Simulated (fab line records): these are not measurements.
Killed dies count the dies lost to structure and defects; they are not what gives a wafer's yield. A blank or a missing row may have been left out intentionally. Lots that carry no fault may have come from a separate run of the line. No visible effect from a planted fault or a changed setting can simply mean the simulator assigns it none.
Problem report in the 8D (eight disciplines) form, filled by code -- flow n5Finfet -- the parts of the form that need people (team, actions taken, sign-off) are left out

## 1. WHAT WENT WRONG
On 2 wafers of 1 lot, killed_at_M4_up at N5_PASSIVATION_PROBE_49 has a mean of 85; fault-free wafers read 13, standard deviation 4.6. That is +16 standard deviations from the usual mean.
Earliest sighting: wafer L263.3 on prober-01 at day 14 14:28. At this step, 9 wafers from 4 lots have a number in the record. By rule, "out" or "out of limits" means more than 4 standard deviations away from the usual mean. The rest of the wafers with a number are treated as sound.

## 2. WHAT IT IS, AND WHAT IT ISN'T
question,is,is not
which readings at this step,"killed_at_M4_up, defectLimitedYield, killedDies, sortNPass","killed_at_M0_to_M3, killedAtContacts, killedAtFrontEnd, killedAtOther, killedOpen, killedShort, sort_bin_6_memory, sort_bin_8_speed"
which lots,L263,"L261, L266, L268"
which wafers of those lots,"L263.3, L263.6",L263.2
read on which tools,prober-01,prober-02
when,from day 14 14:28,"up to then (1 sound wafer); but 6 sound wafers of L261, L266, L268 came after"

## 3. WHAT RULES OUT EACH SUSPECT
Counting: any tool at a process step up to the reading remains a suspect provided it ran every lot that is out. Sound lots after the first of them don't rule it out here, since some wafers of a struck lot are sound.
- cvdCo-01 at N5_BEOL_M8_CVD_78 (deposits Co from CCTBA/H2, target thk 2 nm, time 142.3 s): kept. It ran the lot that is out, L263 (day 11 23:07).
- rieDiel-03 at N5_MIM_BOT_ETCH_STRIP_01 (strips in O2): kept. It ran the lot that is out, L263 (day 14 05:52).
- rieMetal-02 at N5_PASSIVATION_ETCH_59 (etches TaN in Cl2/BCl3, target depth 65 nm, time 34.9 s): kept. It ran the lot that is out, L263 (day 14 09:43).
- prober-01 at N5_PASSIVATION_PROBE_49: kept. It ran the lot that is out, L263 (day 14 14:25). Out on those wafers are its own readings of defectLimitedYield, killed_at_M4_up, killedDies, sortNPass.
- The sound lot-mates ran in chamber 0 of cvdCo-01 at N5_BEOL_M8_CVD_78, but the wafers that are out ran in chamber 1.
- The sound lot-mates ran in chamber 2 of rieDiel-03 at N5_MIM_BOT_ETCH_STRIP_01, but the wafers that are out ran in chamber 1.
Left after counting: cvdCo-01 at N5_BEOL_M8_CVD_78, rieDiel-03 at N5_MIM_BOT_ETCH_STRIP_01, rieMetal-02 at N5_PASSIVATION_ETCH_59, prober-01 at N5_PASSIVATION_PROBE_49.

## 4. THE CAUSE (what the simulator had put in)
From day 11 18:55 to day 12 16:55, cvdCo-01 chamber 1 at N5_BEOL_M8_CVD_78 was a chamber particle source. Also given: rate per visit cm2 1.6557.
Of the 4 suspects that counting leaves, this tool is one.

## 5. THE CHAIN OF EFFECTS, in route order
Rows list readings where the struck wafers' mean (over those with a number) sits beyond 3 standard deviations from the usual. Readings are gone through only where the record gives a usual standard deviation; hours: the median, over the lots, of the time from a lot's start at the first step in this table giving one to that lot's start at this step; sigmas: the change measured in usual standard deviations.
hours,step,reading,usual,on struck wafers,change,sigmas
0,N5_PASSIVATION_PROBE_49,defectLimitedYield,91.4 %,85.5,-5.9,-4.2
0,N5_PASSIVATION_PROBE_49,killed_at_M4_up,13,85,+72,+16
0,N5_PASSIVATION_PROBE_49,killedDies,102,170,+68,+4.3
0,N5_PASSIVATION_PROBE_49,killedOnRim,13,32,+18,+4.4
0,N5_PASSIVATION_PROBE_49,sort_bin_5_function,5.1 %,8.4,+3.3,+3.8
0,N5_PASSIVATION_PROBE_49,sortNPass,1078,1010,-68,-4.3
Its process steps:
- N5_PASSIVATION_PROBE_49

## 6. HOW IT WOULD HAVE BEEN CAUGHT EARLIER
The fault began at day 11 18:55; the first out-of-limits reading in this record came at day 14 14:28, 68 hours later.
Each of the lots that are out, 1 in all, had begun N5_BEOL_M8_CVD_78 on cvdCo-01 no later than day 14 14:28. A hold on the tool at that time would have spared none of them.
